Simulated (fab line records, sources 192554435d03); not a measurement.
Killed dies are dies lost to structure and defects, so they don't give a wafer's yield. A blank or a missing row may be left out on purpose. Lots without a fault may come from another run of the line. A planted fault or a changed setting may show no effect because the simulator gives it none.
fab line records | flow n5_finfet
record lots=5 wafers=15 last_day=18
route steps=1938 shown SD_EPI_P@318 SD_ACTIVATION@330 ILD0@335 SDB@347 BEOL_M4@1111 PASSIVATION@1936
lots that met no fault: from a run of the same line without faults
start_h: hours from the record's first day to the start of the lot's first wafer shown | wait_h: hours since the lot's step before | " the same as in the row above | L1.1+2: a row that stands for several wafers | - no value, or no start given | * or withheld: withheld | < > ~ a bound
route shown NAME@n: a module of which the file shows steps, and the number in the route of the first | usual: mean/standard deviation of fault-free wafers | same: alike in all rows | chamber/n: place in a boat | sites: the reading at each site | _std_site: their standard deviation | _edge_site: outer sites' mean less inner sites' | radius_mm: how far each site lies from the wafer's centre | mask NAME#n: copy n | behind: the tool/chamber that last shaped the wafer | hold: why the lot was held/for how many hours/how that ended | device: the transistor (n, p or np) that didn't switch | end of line: the same wafers' tests at the end of the route | a step without rows: its recipe alone | killed: dies lost to structure and defects at the first sort, not the wafer's yield | map: a wafer's dies, x killed, . not, _ none there
set.NAME: the setting as run; set.NAME@STEP: as run at that earlier step | model.NAME: the simulator's own value behind a step, which no gauge read
lots at some steps of the route; a table a step, a row a wafer
## steps
# step N5_SD_EPI_P_SRD_20
# recipe dry=ipa_marangoni do_ppb=5 time_s=30 temp_c=23 rinse_liquid=diw
# step N5_SD_EPI_P_PRECLEAN_51
# recipe chemistry=NF3:NH3 afs_cycles=1 temp_c=30 time_s=20 sublimation_temp_c=180 sublimation_time_s=60 pressure_torr=3 rf_power_w=30
# step N5_SD_EPI_P_VAPOR_ETCH_44
# recipe chemistry=NF3/Ar target=SiGe30 temp_c=25 time_s=3.3 mode=isotropic
# step N5_SD_EPI_P_EPI_21
# recipe material=SiGe:B dopant=B temp_c=550 pressure_torr=20 ambient=H2 time_s=355
# step N5_SD_EPI_P_HM_STRIP_48
# recipe chemistry=H3PO4 temp_c=160 material=SiNx target=SiNx target_depth_a=30 overetch_fraction=0.3
# step N5_SD_EPI_P_SRD_49
# recipe dry=ipa_marangoni time_s=30 temp_c=23 rinse_liquid=diw
# step N5_SD_EPI_P_PRECLEAN_24
# recipe chemistry=O3/DIW time_s=45 temp_c=22 o3_ppm=10
# step N5_SD_EPI_P_PRECLEAN_32
# recipe chemistry=dHF time_s=10 dilution=500:1 temp_c=25
# step N5_SD_EPI_P_PRECLEAN_33
# recipe chemistry=SC2 time_s=45 temp_c=35 mix=1:1:50
# step N5_SD_EPI_P_SRD_25
# recipe time_s=30 temp_c=23 rinse_liquid=diw dry=ipa_marangoni
# step N5_SD_ACTIVATION_RTA_00
# recipe temp_c=975 time_s=0 ambient=N2 idle_temp_c=600 ramp_up_c_per_s=150 ramp_down_c_per_s=60 cool_to_c=600
# usual lamp_power_pct=8.95/0.052 lamp_zone_1_pct=8.947/0.026 lamp_zone_2_pct=8.951/0.023 lamp_zone_3_pct=8.952/0.027 lamp_zone_4_pct=8.950/0.027 lamp_zone_5_pct=8.955/0.027 lamp_zone_6_pct=8.877/0.024 lamp_zone_7_pct=9.350/0.025 wafer_temp_C_max=975.1/2
# columns lot.wafer tool chamber start_h wait_h lamp_power_pct lamp_zone_1_pct lamp_zone_2_pct lamp_zone_3_pct lamp_zone_4_pct lamp_zone_5_pct lamp_zone_6_pct lamp_zone_7_pct wafer_temp_C_max
L466.1 rtp_anneal-01 0 102.56 0.0 7.99 8.008 7.978 8.015 7.971 8.019 7.968 8.358 977.4
L466.3 " 0 " " 8.09 8.048 8.036 8.063 8.060 8.053 7.981 8.364 975.5
L466.4 " 0 " " 8.09 8.019 7.970 8.012 7.999 8.012 7.977 8.382 976.9
L467.4 rtp_anneal-01 0 109.68 0.1 7.97 8.056 8.020 8.048 8.047 8.050 7.929 8.408 972.6
L467.5 " 0 " " 8.03 8.030 8.036 7.968 8.020 8.065 7.941 8.359 976.1
L467.6 " 0 " " 8.08 8.001 7.986 8.034 8.037 8.035 7.946 8.374 976.8
L468.1 rtp_anneal-01 0 118.91 0.0 8.07 8.011 8.046 8.040 8.049 8.035 7.933 8.349 974.7
L468.2 " 0 " " 8.08 8.049 8.024 7.988 7.981 8.019 7.979 8.316 974.2
L468.3 " 0 " " 8.01 8.045 8.028 7.977 8.022 8.026 7.962 8.427 975.7
L478.3 rtp_anneal-02 0 172.85 0.1 8.91 8.948 8.929 8.924 8.960 8.955 8.843 9.330 973.8
L478.4 " 0 " " 8.89 8.940 8.961 8.945 8.960 9.016 8.883 9.352 974.8
L478.5 " 0 " " 8.93 8.940 8.985 8.910 8.948 8.948 8.871 9.340 972.4
L482.3 rtp_anneal-01 0 196.27 0.2 8.96 8.950 8.993 8.932 8.918 8.949 8.868 9.388 972.6
L482.5 " 0 " " 8.97 8.900 8.954 8.983 8.928 8.913 8.873 9.368 975.4
L482.6 " 0 " " 9.05 8.941 8.959 8.966 8.928 8.954 8.879 9.359 973.1
# step N5_SD_ACTIVATION_LSA_01
# recipe temp_c=1080 time_s=0.0008 ambient=N2
# step N5_SD_ACTIVATION_RS_MEAS_03
# recipe thk_meas_gauge=four-point-probe
# usual RS_SD_N=21.88/0.28 RS_SD_P=56.1/0.85
# columns lot.wafer tool chamber start_h wait_h RS_SD_N[ohm/sq] RS_SD_P[ohm/sq]
L466.1 film_metro-02 - 102.96 0.2 22.70 56.9
L466.3 " - " " 23.05 57.0
L466.4 " - " " 23.19 56.5
L467.4 film_metro-01 - 110.05 0.1 23.35 55.7
L467.5 " - " " 22.86 55.6
L467.6 " - " " 23.06 56.3
L468.1 film_metro-01 - 119.32 0.2 22.70 58.0
L468.2 " - " " 23.08 56.9
L468.3 " - " " 22.64 58.1
L478.3 film_metro-02 - 173.25 0.2 21.54 55.2
L478.4 " - " " 21.48 55.6
L478.5 " - " " 21.68 56.2
L482.3 film_metro-01 - 196.66 0.2 21.53 57.1
L482.5 " - " " 21.69 57.3
L482.6 " - " " 21.48 57.5
# step N5_ILD0_LINER_00
# recipe material=SiNx target_thk_a=40 temp_c=400 ald_precursor_family=SiH2I2 ald_co_reactant=N2/H2-plasma pulse_time_s=1 purge_time_s=2 co_reactant_purge_time_s=2 ald_cycles=80 pressure_torr=2
# step N5_ILD0_FCVD_FILL_01
# recipe material=SiO2_flowable target_thk_a=2000 temp_c=100 pressure_torr=0.8 rf_w=2000 time_s=328.3
# step N5_ILD0_CURE_02
# recipe temp_c=450 time_s=1800 ambient=steam idle_temp_c=400 ramp_up_c_per_min=5 ramp_down_c_per_min=3 densification_p_h2o_torr=640
# step N5_ILD0_CMP_03
# recipe stop_on=SiNx t_overpolish_s=1.9 post_cmp_clean=alkaline_brush down_force_psi=4.1491 platen_rpm=51.796 pad_velocity_m_s=1.0306 target_thk_nm=197.38
# step N5_ILD0_CMP_07
# recipe stop_on=poly-Si material=SiO2_flowable t_overpolish_s=1.18 post_cmp_clean=alkaline_brush down_force_psi=4.1491 platen_rpm=51.796 pad_velocity_m_s=1.0306 target_thk_nm=138.88
# step N5_ILD0_PRECLEAN_10
# recipe chemistry=NF3:NH3 afs_cycles=5 time_s=20 temp_c=30 sublimation_temp_c=180 sublimation_time_s=60 pressure_torr=3 rf_power_w=30
# step N5_ILD0_ALD_15
# recipe material=SiNx target_thk_a=240 temp_c=400 ald_precursor_family=SiH2I2 ald_co_reactant=N2/H2-plasma pulse_time_s=1 ald_cycles=480 purge_time_s=2 co_reactant_purge_time_s=2 pressure_torr=2
# step N5_ILD0_CMP_12
# recipe stop_on=poly-Si material=SiNx t_overpolish_s=6 post_cmp_clean=alkaline_brush down_force_psi=2.5 platen_rpm=51.8 pad_velocity_m_s=1.0307 target_thk_nm=17.67
# step N5_SDB_HM_DEP_00
# recipe material=SiNx target_thk_a=400 temp_c=400 precursor=SiH4/NH3/N2 pressure_torr=1.5 rf_w=300 time_s=35.3
# step N5_SDB_COAT_03
# recipe resist=SOC temp_c=250 time_s=60 spin_rpm=1500 resist_thk_nm=100
# step N5_SDB_COAT_04
# recipe resist=SiARC temp_c=220 time_s=60 spin_rpm=1500 resist_thk_nm=18
# step N5_SDB_COAT_05
# recipe resist=CAR-ArF spin_rpm=1500 resist_thk_nm=90
# step N5_SDB_EBR_07
# recipe solvent=PGMEA ebr_width_mm=1.5
# step N5_SDB_SOFTBAKE_06
# recipe temp_c=110 time_s=60 resist=CAR-ArF
# step N5_SDB_EXPOSE_08
# recipe mask_id=SDB na=1.35 source_shape=conventional sigma_outer=0.5 polarization=unpolarized dose_mj=49.6
# step N5_SDB_PEB_09
# recipe peb_temp_c=withheld peb_time_s=60 resist=CAR-ArF
# step N5_SDB_DEVELOP_10
# recipe develop_time_s=30 developer=TMAH resist=CAR-ArF rinse_liquid=diw dry=air_spin dev_temp_c=23
# step N5_SDB_DESCUM_16
# recipe chemistry=O2 time_s=7.9 source_power_w=50 bias_power_w=20 pressure_mtorr=20 rf_frequency_hz=2.712e+07 temp_c=40 resist=CAR-ArF o2_flow_sccm=225
# step N5_BEOL_M4_RC_MEAS_101
# usual DIBL_N=37.1/2.4 DIBL_P=37/3 IOFF_N=0.18/0.053 IOFF_P=0.21/0.05 ION_N=674/14 ION_P=459/9.2 REXT_N=74.9/1.5 REXT_P=100.7/2.2 RS_SD_N=28.4/0.36 SS_N=72.1/0.9 SS_P=73.4/0.89 VT_N=250/3.8 VT_N_LVT=98/3.8 VT_P=-251/3.7
# columns lot.wafer tool chamber start_h wait_h DIBL_N[mV/V] DIBL_P[mV/V] IOFF_N[nA/um] IOFF_P[nA/um] ION_N[uA/um] ION_P[uA/um] REXT_N[ohm.um] REXT_P[ohm.um] RS_SD_N[ohm/sq] SS_N[mV/dec] SS_P[mV/dec] VT_N[mV] VT_N_LVT[mV] VT_P[mV]
L466.1 prober-02 0 213.64 0.0 28.1 31 0.07 0.14 600 434 102.6 115.7 29.4 69.2 71.7 261 110 -257
L466.3 " 0 " " 30.8 33 0.08 0.16 612 440 103.3 116.8 29.7 71.0 72.8 263 110 -254
L466.4 " 0 " " 28.1 30 0.06 0.12 582 430 101.4 114.9 29.9 70.0 71.9 267 114 -261
L468.1 prober-01 0 229.62 0.0 29.5 32 0.06 0.11 592 425 100.5 116.9 29.2 69.6 71.8 263 113 -263
L468.2 " 0 " " 30.5 33 0.08 0.13 609 429 101.3 116.9 29.6 69.9 72.6 258 107 -259
L468.3 " 0 " " 26.6 28 0.05 0.09 584 425 103.7 117.2 28.9 69.7 72.0 269 117 -264
L467.4 prober-01 0 232.50 0.5 28.7 31 0.07 0.12 597 432 105.9 115.7 29.7 69.1 72.2 263 114 -261
L467.5 " 0 " " 30.3 33 0.08 0.14 593 431 105.9 115.2 29.4 70.2 72.8 262 111 -259
L467.6 " 0 " " 28.0 30 0.06 0.11 588 427 107.1 115.7 29.4 69.5 71.6 265 115 -260
L478.3 prober-02 0 285.62 0.3 40.4 43 0.25 0.29 687 464 73.1 97.7 28.0 72.8 73.9 246 93 -246
L478.4 " 0 " " 37.4 39 0.19 0.22 671 460 72.0 98.9 27.7 71.9 73.5 250 95 -250
L478.5 " 0 " " 37.1 39 0.18 0.21 682 463 73.0 98.7 27.8 71.5 73.3 249 96 -251
L482.3 prober-01 0 312.76 0.3 37.9 37 0.19 0.20 679 455 75.8 99.1 28.3 72.6 72.7 249 98 -251
L482.5 " 0 " " 39.7 39 0.22 0.23 686 462 76.1 99.0 28.0 73.2 72.7 248 95 -248
L482.6 " 0 " " 40.3 40 0.21 0.24 682 449 75.5 100.0 28.0 72.5 74.8 248 96 -252
# step N5_PASSIVATION_PROBE_49
# usual defect_limited_yield=91.6/1.4 killed_at_M0_to_M3=32/9.5 killed_at_M4_up=13/6 killed_at_contacts=12/5.6 killed_at_front_end=39/11 killed_at_other=2.8/2.3 killed_dies=99/16 killed_open=65/12 killed_short=32/7.6 sort_bin_5_function=4.8/0.88 sort_bin_6_memory=3.2/0.65 sort_bin_8_speed=0.2/2 sort_n_pass=1077/29 sort_yield_pct=91.2/2.5
# same gross_dies=1180 killed_at_back_side=0 sort_bin_4_leakage[%]=0
# columns lot.wafer tool chamber start_h wait_h defect_limited_yield[%] killed_at_M0_to_M3 killed_at_M4_up killed_at_contacts killed_at_front_end killed_at_other killed_dies killed_open killed_short sort_bin_5_function[%] sort_bin_6_memory[%] sort_bin_8_speed[%] sort_n_pass sort_yield_pct[%]
L466.1 prober-01 - 320.60 0.0 91.5 41 2 13 40 4 100 60 38 5.2 3.1 91.4 1 0.1
L466.3 prober-01 - 320.70 0.1 93.6 20 10 9 31 6 76 47 23 3.6 2.1 88.4 61 5.2
L466.4 prober-01 - 320.75 0.2 94.1 28 8 10 19 5 70 41 28 3.8 1.9 94.1 0 0
L467.4 prober-02 - 333.73 0.2 93.2 17 12 15 34 2 80 48 32 4.2 2.4 92.8 5 0.4
L467.5 prober-02 - 333.78 0.2 93.1 23 4 19 34 2 82 55 26 4.4 2.3 93.0 1 0.1
L467.6 prober-02 - 333.83 0.3 93.1 31 14 13 18 6 82 56 25 4.4 2.4 93.1 0 0
L468.1 prober-01 - 335.28 0.0 91.5 31 12 11 43 3 100 58 30 4.7 2.8 91.4 2 0.2
L468.2 prober-01 - 335.33 0.1 90.9 35 13 20 39 0 107 66 36 5.3 3.3 82.6 98 8.3
L468.3 prober-01 - 335.38 0.1 89.8 49 21 14 34 2 120 85 33 5.8 4.2 89.8 0 0
# killed by level:class
L466.1 FIN_SAQP:geometric_particle:open=16 MOL_CONTACT_COAG:geometric_particle:open=11 BEOL_M0_SAQP:geometric_particle:short=11 BEOL_M0_SAQP:geometric_particle:open=8 BEOL_M3:geometric_particle:short=6 BEOL_M1:geometric_particle:open=5 FIN_SAQP:geometric_particle:short=4 SPACER0:geometric_particle:open=4
L466.3 MOL_CONTACT_COAG:geometric_particle:open=8 BEOL_M4:geometric_particle:open=6 FIN_SAQP:geometric_particle:short=5 BEOL_M0_SAQP:geometric_particle:open=5 BEOL_M3:geometric_particle:open=5 HKMG_FIN:area_etch=5 DUMMY_GATE:geometric_particle:open=4 BEOL_M1:geometric_particle:open=4
L466.4 BEOL_M0_SAQP:geometric_particle:short=7 MOL_CONTACT_COAG:geometric_particle:open=6 FIN_SAQP:geometric_particle:open=5 BEOL_M2:geometric_particle:open=5 STARTING-WAFER:geometric_particle:short=5 MOL_CONTACT_COAG:geometric_particle:short=4 BEOL_M0_SAQP:geometric_particle:open=4 BEOL_M3:geometric_particle:open=4
L467.4 MOL_CONTACT_COAG:geometric_particle:open=13 FIN_SAQP:geometric_particle:short=9 FIN_SAQP:geometric_particle:open=7 BEOL_M4:geometric_particle:open=6 BEOL_M2:geometric_particle:short=5 BEOL_M0_SAQP:geometric_particle:open=4 BEOL_M3:geometric_particle:open=4 BEOL_M4:geometric_particle:short=4
L467.5 MOL_CONTACT_COAG:geometric_particle:open=13 BEOL_M3:geometric_particle:open=11 DUMMY_GATE:geometric_particle:open=6 MOL_CONTACT_COAG:geometric_particle:short=6 FIN_SAQP:geometric_particle:open=5 ILD0:geometric_particle:open=4 GATE_CUT:geometric_particle:short=4 FIN_SAQP:geometric_particle:short=3
L467.6 MOL_CONTACT_COAG:geometric_particle:open=10 BEOL_M3:geometric_particle:open=10 BEOL_M0_SAQP:geometric_particle:short=8 BEOL_M0_SAQP:geometric_particle:open=7 FIN_SAQP:geometric_particle:open=4 ILD0:geometric_particle:open=4 MOL_CONTACT_COAG:geometric_particle:short=3 BEOL_M2:geometric_particle:open=3
L468.1 MOL_CONTACT_COAG:geometric_particle:open=10 BEOL_M0_SAQP:geometric_particle:short=10 FIN_SAQP:geometric_particle:short=9 HKMG_FIN:area_etch=9 STI_FIN_REVEAL:geometric_particle:open=8 BEOL_M0_SAQP:geometric_particle:open=8 FIN_SAQP:geometric_particle:open=6 BEOL_M1:geometric_particle:open=5
L468.2 MOL_CONTACT_COAG:geometric_particle:open=15 BEOL_M0_SAQP:geometric_particle:short=14 FIN_SAQP:geometric_particle:short=8 DUMMY_GATE:geometric_particle:open=7 BEOL_M0_SAQP:geometric_particle:open=7 FIN_SAQP:geometric_particle:open=6 STI_FIN_REVEAL:geometric_particle:open=5 MOL_CONTACT_COAG:geometric_particle:short=5
L468.3 MOL_CONTACT_COAG:geometric_particle:open=14 BEOL_M0_SAQP:geometric_particle:short=13 BEOL_M0_SAQP:geometric_particle:open=11 DUMMY_GATE:geometric_particle:open=8 BEOL_M4:geometric_particle:open=8 FIN_SAQP:geometric_particle:short=7 BEOL_M0:geometric_particle:open=7 BEOL_M2:geometric_particle:open=7
# map L466.1 (x killed, . not)
_________________....x....xx.________________
______________........x....x...._____________
___________..x.....................__________
__________.....x...................._________
________....x.......x...........x..xx._______
_______..x............x.......x........______
______.....x.x......xx.....x....x...x..._____
_____..............................x.....____
____...........x.............x............___
___......x..........x......................__
___..x.....................................__
__...x..................x..........x........_
__..x.............................x.......x._
_.....x..............x.x.....................
_............................................
_...................x............x...........
_................x.........x.........x.......
_x...........................................
_..........x.....x........x....x.....x......x
_...x.........x...........................x..
_....x.............x.xxx.......x.............
__...x...x.........x...x..........x........._
__...............x...............x.......x.._
___........x..................x...........x__
___.........................x.x..........x.__
____..x......................x......x.....___
_____.x..........x........x..x........x..____
______..........x.........x............._____
_______..x......x...x.x......x.........______
________x..........................x.._______
__________x.....................x..._________
___________.......x.......x.xx.....__________
______________..x.......x...x..x_____________
_________________x...........________________
# map L467.5 (x killed, . not)
_________________.........x.x________________
______________...x..x...x....x.._____________
___________.....x..................__________
__________...xx................x.xx._________
________..........................x..._______
_______....................x.....x.....______
______.................x.........x..x..._____
_____..x..........x................x.....____
____.x.............x.......x.xx..x....x.xx___
___........................................__
___.............x...................x...x..__
__x..x.x....x.................x............._
__.........................................._
_........x...........................xx......
_..............x............x.............x..
_.......x....................................
_................x...............xx..........
_......x.....................................
_............................................
_.......x....................................
_.x...............x..........x...x..x........
__...x....................x................._
__...x................x..x................x._
___...........x............................__
___...x............x......x.x...x..........__
____..........x......................x...x___
_____....................................____
______...............xxx................_____
_______.................x..............______
________............x......x.....x...._______
__________x....x..x...............x._________
___________........................__________
______________.................x_____________
_________________............________________
## key
first_sign step=N5_SD_ACTIVATION_RTA_00 reading=lamp_zone_2_pct direction=down sigmas=41 usual=* struck=*
effect step=N5_SD_ACTIVATION_RTA_00 reading=lamp_zone_6_pct direction=down sigmas=39 usual=* struck=*
effect step=N5_SD_ACTIVATION_RS_MEAS_03 reading=RS_SD_N direction=up sigmas=3.8 usual=21.88 struck=22.96
effect step=N5_BEOL_M4_RC_MEAS_101 reading=REXT_N direction=up sigmas=18 usual=74.9 struck=103.5
effect step=N5_BEOL_M4_RC_MEAS_101 reading=REXT_P direction=up sigmas=7.1 usual=100.7 struck=116.1
effect step=N5_BEOL_M4_RC_MEAS_101 reading=ION_N direction=down sigmas=5.6 usual=674 struck=595
effect step=N5_BEOL_M4_RC_MEAS_101 reading=VT_N_LVT direction=up sigmas=3.8 usual=98 struck=112
effect step=N5_BEOL_M4_RC_MEAS_101 reading=VT_N direction=up sigmas=3.7 usual=250 struck=264
effect step=N5_BEOL_M4_RC_MEAS_101 reading=DIBL_N direction=down sigmas=3.4 usual=37.1 struck=29.0
effect step=N5_BEOL_M4_RC_MEAS_101 reading=ION_P direction=down sigmas=3.1 usual=459 struck=430
effect step=N5_BEOL_M4_RC_MEAS_101 reading=RS_SD_N direction=up sigmas=3.1 usual=28.4 struck=29.5
effect step=N5_BEOL_M4_RC_MEAS_101 reading=SS_N direction=down sigmas=2.5 usual=72.1 struck=69.8 wafers_moved=5
effect step=N5_BEOL_M4_RC_MEAS_101 reading=VT_P direction=down sigmas=2.3 usual=-251 struck=-260
effect step=N5_BEOL_M4_RC_MEAS_101 reading=IOFF_N direction=down sigmas=2.2 usual=0.18 struck=0.07 wafers_moved=1
effect step=N5_BEOL_M4_RC_MEAS_101 reading=DIBL_P direction=down sigmas=1.9 usual=37 struck=31
effect step=N5_PASSIVATION_PROBE_49 reading=sort_bin_8_speed direction=up sigmas=45 usual=0.2 struck=90.7
met_at N5_SD_ACTIVATION_RTA_00
struck_wafers L466.1,L466.3,L466.4,L467.4,L467.5,L467.6,L468.1,L468.2,L468.3
fault kind=process_parameter_drift tool=rtp_anneal-01 chamber=- onset_h=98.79 steps=N5_SD_ACTIVATION_RTA_00 channel=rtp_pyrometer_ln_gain offset=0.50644 shape=step end_h=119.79
